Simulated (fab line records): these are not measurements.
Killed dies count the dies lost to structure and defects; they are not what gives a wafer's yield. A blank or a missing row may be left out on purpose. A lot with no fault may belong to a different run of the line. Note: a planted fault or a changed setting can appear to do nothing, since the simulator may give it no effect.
Chamber matching / flow n5Finfet / 4 sister chambers for N5_BEOL_M1_STRIP_36 on rieDiel-01
The step strips in N2/H2. 4 wafers are shown with their chamber, then 11 later ones without.

== WAFERS, EACH WITH ITS CHAMBER ==
wafer=L082.3; chamber=1; showerheadPlenumPTorr (Torr)=2.53
wafer=L084.4; chamber=2; showerheadPlenumPTorr (Torr)=2.50
wafer=L084.6; chamber=3; showerheadPlenumPTorr (Torr)=2.43
wafer=L086.3; chamber=0; showerheadPlenumPTorr (Torr)=2.56

== WAFERS MISSING THEIR CHAMBER ==
wafer=L086.4; showerheadPlenumPTorr (Torr)=2.50
wafer=L086.5; showerheadPlenumPTorr (Torr)=2.56
wafer=L088.2; showerheadPlenumPTorr (Torr)=2.53
wafer=L088.4; showerheadPlenumPTorr (Torr)=2.43
wafer=L088.5; showerheadPlenumPTorr (Torr)=2.50
wafer=L094.1; showerheadPlenumPTorr (Torr)=2.55
wafer=L094.5; showerheadPlenumPTorr (Torr)=2.55
wafer=L094.6; showerheadPlenumPTorr (Torr)=2.43
wafer=L095.2; showerheadPlenumPTorr (Torr)=2.43
wafer=L095.3; showerheadPlenumPTorr (Torr)=2.55
wafer=L095.4; showerheadPlenumPTorr (Torr)=2.43

== WHICH CHAMBER EACH WENT THROUGH ==
wafer=L086.4; from the rows above=2; in truth=2
wafer=L086.5; from the rows above=0; in truth=0
wafer=L088.2; from the rows above=1; in truth=1
wafer=L088.4; from the rows above=3; in truth=3
wafer=L088.5; from the rows above=2; in truth=2
wafer=L094.1; from the rows above=can't be placed: 0 or 1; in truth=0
wafer=L094.5; from the rows above=can't be placed: 0 or 1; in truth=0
wafer=L094.6; from the rows above=3; in truth=3
wafer=L095.2; from the rows above=3; in truth=3
wafer=L095.3; from the rows above=can't be placed: 0 or 1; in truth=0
wafer=L095.4; from the rows above=3; in truth=3
Correct placement for 8 of the 11. Can't be placed from these rows: 3 (the true chamber is among the candidates in 3). Number placed wrongly: 0.
How it was worked out, from the rows above alone: a wafer's distance from a chamber is the root of the sum, over the readings, of the square of ((its reading less the chamber's mean) divided by the reading's scatter). The wafer belongs to the nearest chamber; if the next one is less than 2 further off, it can't be placed. For every chamber, the mean is computed from those of its wafers that are shown. The scatter: root of mean squared gap, hidden wafer to nearest shown wafer, with one shown wafer a chamber.
